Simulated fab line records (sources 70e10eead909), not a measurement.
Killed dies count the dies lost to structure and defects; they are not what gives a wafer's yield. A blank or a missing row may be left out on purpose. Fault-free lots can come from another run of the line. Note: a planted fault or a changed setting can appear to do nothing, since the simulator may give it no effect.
A struck lot beside a sound one | flow nand harc | 13 out of 1302 route steps
Sound: wafers L464.3, L464.4, L464.5. Wafers L472.1, L472.5, L472.6 were the ones struck. The cause is named last.
Each step with rows lists, per side, the tool, then ch with its chambers, then its first start. Under that, the readings that differ: sound wafers | struck wafers | difference of the means | sigmas: that difference in standard deviations of wafers without a fault.
alike: a reading whose means differ by less than 2 such deviations, as well as words and numbers matching on both sides. not compared: withheld readings; readings where some wafer has no value; bounds like >300 that might hide an equal value; numbers whose values overlap and for which the record gives no deviation.
Wherever a step has rows on one side only, a row that says differs or no value, or a row with sigmas, the two part there. When numbers do not overlap yet have no deviation, they are printed without sigmas and do not part them. A reading that every wafer of one side lacks parts them only if that side has two wafers or more.

NHARC_A_STAIRCASE_ETCH_170: etches the open film in C4F6/O2, target depth 200 nm, time 66.667 s.
  sound: rie diel-04 ch 0,2; struck: rie diel-13 ch 1,2
  alike: drypump motor current A, oes product au, rf vpp V, showerhead plenum p Torr, throttle valve pct
  not compared: rf hours counter h
NHARC_A_STAIRCASE_STRIP_171: strips in O2.
  sound on plasma asher-01 ch 0,1, day 16 10:56; struck on plasma asher-01 ch 0,1, day 20 04:08
  alike: drypump motor current A, heater power w
  not compared: rf hours counter h
then, 10 steps without rows for these wafers: NHARC_A_STAIRCASE_STRIP_172 (strips in SPM, time 900 s); NHARC_A_STAIRCASE_PRECLEAN_173 (cleans in SC1); NHARC_A_STAIRCASE_SRD_174; NHARC_A_STAIRCASE_DEHYDRATE_01 (time 120 s); NHARC_A_STAIRCASE_HMDS_02 (time 30 s); NHARC_A_STAIRCASE_COAT_03; NHARC_A_STAIRCASE_SOFTBAKE_04 (time 170 s); NHARC_A_STAIRCASE_EBR_05; NHARC_A_STAIRCASE_EXPOSE_06 (exposes mask STAIR); NHARC_A_STAIRCASE_PEB_07 (peb time 130 s).
NHARC_A_STAIRCASE_DEVELOP_08: time 140 s.
  sound on litho track-05 ch 0, day 16 12:00; struck on litho track-07, day 20 05:00
  no value came back on the struck wafers for chill plate temp C (C), exhaust pa (Pa); on the sound wafers chill plate temp C (C) reads 22.83 23.08 23.07

WHERE THEY PART
At NHARC_A_STAIRCASE_DEVELOP_08 and nowhere else, as far as this record goes.

WHY: what had been put in by the simulator
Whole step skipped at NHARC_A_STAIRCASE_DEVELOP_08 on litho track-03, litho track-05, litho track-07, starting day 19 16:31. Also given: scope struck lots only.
